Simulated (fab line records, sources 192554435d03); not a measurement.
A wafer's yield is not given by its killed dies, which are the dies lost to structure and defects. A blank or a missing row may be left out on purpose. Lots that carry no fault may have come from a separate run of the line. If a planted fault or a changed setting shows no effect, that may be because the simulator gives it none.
Matching of chambers + flow n5-finfet + 4 sister chambers for N5_BEOL_M13_DESCUM_15 on rie-diel-05
The step chemistry O2, time 7.9 s. 8 wafers are shown with their chamber, then 7 later ones without.

## WAFERS PAIRED WITH THEIR CHAMBERS
| wafer  | chamber | showerhead-plenum-p-Torr (Torr) | throttle-valve-pct (%) |
|--------|---------|---------------------------------|------------------------|
| L080.2 | 3       | 2.00                            | 20.63                  |
| L080.4 | 2       | 2.22                            | 20.65                  |
| L080.5 | 3       | 2.00                            | 20.62                  |
| L084.1 | 1       | 2.06                            | 20.20                  |
| L084.2 | 0       | 2.06                            | 20.54                  |
| L084.3 | 2       | 2.22                            | 20.67                  |
| L088.3 | 1       | 2.06                            | 20.20                  |
| L088.4 | 0       | 2.05                            | 20.54                  |

## WAFERS MISSING THEIR CHAMBER
| wafer  | showerhead-plenum-p-Torr (Torr) | throttle-valve-pct (%) |
|--------|---------------------------------|------------------------|
| L088.6 | 2.05                            | 20.54                  |
| L090.2 | 2.06                            | 20.21                  |
| L090.5 | 1.99                            | 20.65                  |
| L090.6 | 2.21                            | 20.71                  |
| L093.1 | 1.99                            | 20.66                  |
| L093.3 | 2.06                            | 20.22                  |
| L093.4 | 2.06                            | 20.21                  |

## WHICH CHAMBER EACH WENT THROUGH
| wafer  | from the rows above | in truth |
|--------|---------------------|----------|
| L088.6 | 0                   | 0        |
| L090.2 | 1                   | 1        |
| L090.5 | 3                   | 3        |
| L090.6 | 2                   | 2        |
| L093.1 | 3                   | 3        |
| L093.3 | 1                   | 1        |
| L093.4 | 1                   | 1        |
Correctly placed: 7 of 7. Number that these rows cannot place: 0. Wrongly placed: 0.
How it was worked out, from the rows above alone: a wafer's distance from a chamber is the root of the sum, over the readings, of the square of ((its reading less the chamber's mean) divided by the reading's scatter). The wafer belongs to the nearest chamber; if the next one is less than 2 further off, it can't be placed. The mean given for a chamber averages the wafers shown for that chamber. How the scatter is found: for the shown wafers, subtract from each reading the mean of its chamber, square and add these, divide the total by (wafers less chambers), then take the root.
